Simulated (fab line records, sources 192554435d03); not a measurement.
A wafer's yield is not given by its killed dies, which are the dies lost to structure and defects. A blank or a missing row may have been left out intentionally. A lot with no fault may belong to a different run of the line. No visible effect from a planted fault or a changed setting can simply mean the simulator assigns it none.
3 desks looking at one fault | flow n5_finfet | numbers are kept per desk, each desk with only its own; the story behind them comes last

== METROLOGY DESK ==
What the gauges read for every lot (on any tool): the sampled wafers with a number, averaged. Any lot whose mean is over 4 standard deviations away from the usual mean is out of limits and marked OUT; that distance is given in the brackets. It has 12 readings; the 7 that lie furthest out on some lot are the ones shown.
Columns: A = cd_nm at N5_BEOL_M2_CD_MEAS_11, usual 16.93 nm; B = IOFF_N at N5_BEOL_M4_RC_MEAS_101, usual 0.16 nA/um; C = IOFF_P at N5_BEOL_M4_RC_MEAS_101, usual 0.22 nA/um; D = SS_N at N5_BEOL_M4_RC_MEAS_101, usual 71.5 mV/dec; E = SS_P at N5_BEOL_M4_RC_MEAS_101, usual 73.2 mV/dec; F = VT_N at N5_BEOL_M4_RC_MEAS_101, usual 250 mV; G = VT_P at N5_BEOL_M4_RC_MEAS_101, usual -249 mV
lot  | first seen here | A     | B    | C    | D    | E    | F   | G
L806 | day 7 00:29     | 16.88 | 0.11 | 0.17 | 71.5 | 72.0 | 253 | -252
L810 | day 8 09:56     | 16.66 | 0.16 | 0.23 | 71.6 | 73.4 | 250 | -248
L817 | day 9 23:16     | 17.00 | 0.18 | 0.25 | 72.3 | 74.1 | 248 | -248
L820 | day 10 16:03    | 16.82 | 0.14 | 0.22 | 71.7 | 72.9 | 251 | -247
L821 | day 10 20:47    | 16.65 | 0.15 | 0.20 | 71.4 | 73.3 | 251 | -251
L822 | day 11 04:20    | 16.62 | 0.16 | 0.20 | 71.7 | 73.8 | 250 | -252
L827 | day 12 21:52    | 16.75 | 0.12 | 0.16 | 70.7 | 72.6 | 256 | -255
This desk's finding: nothing out of limits on any of the 7 lots.

== TOOL OWNER'S DESK, rie_diel-03 ==
The tool's own readings at N5_BEOL_M2_ETCH_74 (etches underlayer in N2/H2, target depth 6.5 nm, time 5.2 s): means of the sampled wafers that have a number, for each lot that ran on this tool. Any lot whose mean is over 4 standard deviations away from the usual mean is out of limits and marked OUT; that distance is given in the brackets.
Columns: A = drypump_motor_current_A at N5_BEOL_M2_ETCH_74, usual 5.6 A; B = etch_rf_on_time_s at N5_BEOL_M2_ETCH_74, usual 5.15 s; C = oes_product_au at N5_BEOL_M2_ETCH_74, usual 0.69 a.u.; D = rf_vpp_V at N5_BEOL_M2_ETCH_74, usual 523.5 V; E = showerhead_plenum_p_Torr at N5_BEOL_M2_ETCH_74, usual 2.53 Torr; F = throttle_valve_pct at N5_BEOL_M2_ETCH_74, usual 17.71 %
lot  | first seen here | A   | B               | C    | D     | E    | F
L806 | day 7 00:56     | 5.6 | 5.10            | 0.68 | 524.3 | 2.54 | 17.96
L817 | day 9 23:25     | 6.0 | 4.44 (-5.5) OUT | 0.77 | 524.9 | 2.55 | 17.62
L820 | day 10 16:17    | 6.0 | 4.66            | 0.70 | 523.2 | 2.53 | 17.85
L821 | day 10 20:59    | 5.7 | 4.67            | 0.75 | 525.3 | 2.56 | 17.67
Finding of this desk: L817 out of limits; the first was L817 at day 9 23:25, on etch_rf_on_time_s at N5_BEOL_M2_ETCH_74. In limits: L806, L820, L821.

== THE DEFECT DESK ==
What the inspections along the route counted, lot by lot: means of the sampled wafers that have a number. Any lot whose mean is over 4 standard deviations away from the usual mean is out of limits and marked OUT; that distance is given in the brackets.
Columns: A = raw_defect_count at N5_BEOL_M2_INSPECT_13, usual 465
lot  | first seen here | A
L806 | day 7 00:35     | 518
L810 | day 8 10:02     | 514
L817 | day 9 23:21     | 452
L820 | day 10 16:08    | 423
L821 | day 10 20:55    | 601
L822 | day 11 04:25    | 394
L827 | day 12 21:57    | 534
This desk's finding: nothing out of limits on any of the 7 lots.

== BROUGHT TOGETHER ==
An alarm could have come from the tool owner's desk at day 9 23:25, on L817.
Nothing out of limits was seen by the metrology desk.
No out-of-limits result turned up at the defect desk.
The metrology desk has L817 on record, within its limits.
The defect desk has L817 on record, within its limits.
On rie_diel-03, each named lot ran N5_BEOL_M2_ETCH_74.

== WHAT THE SIMULATOR HAD INSERTED ==
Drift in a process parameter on rie_diel-03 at N5_BEOL_M2_ETCH_74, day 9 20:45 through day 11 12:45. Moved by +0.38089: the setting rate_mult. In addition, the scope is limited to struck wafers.
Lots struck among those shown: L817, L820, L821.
Delay in hours, fault start to first out-of-limits reading, by desk: the tool owner's desk at 3.
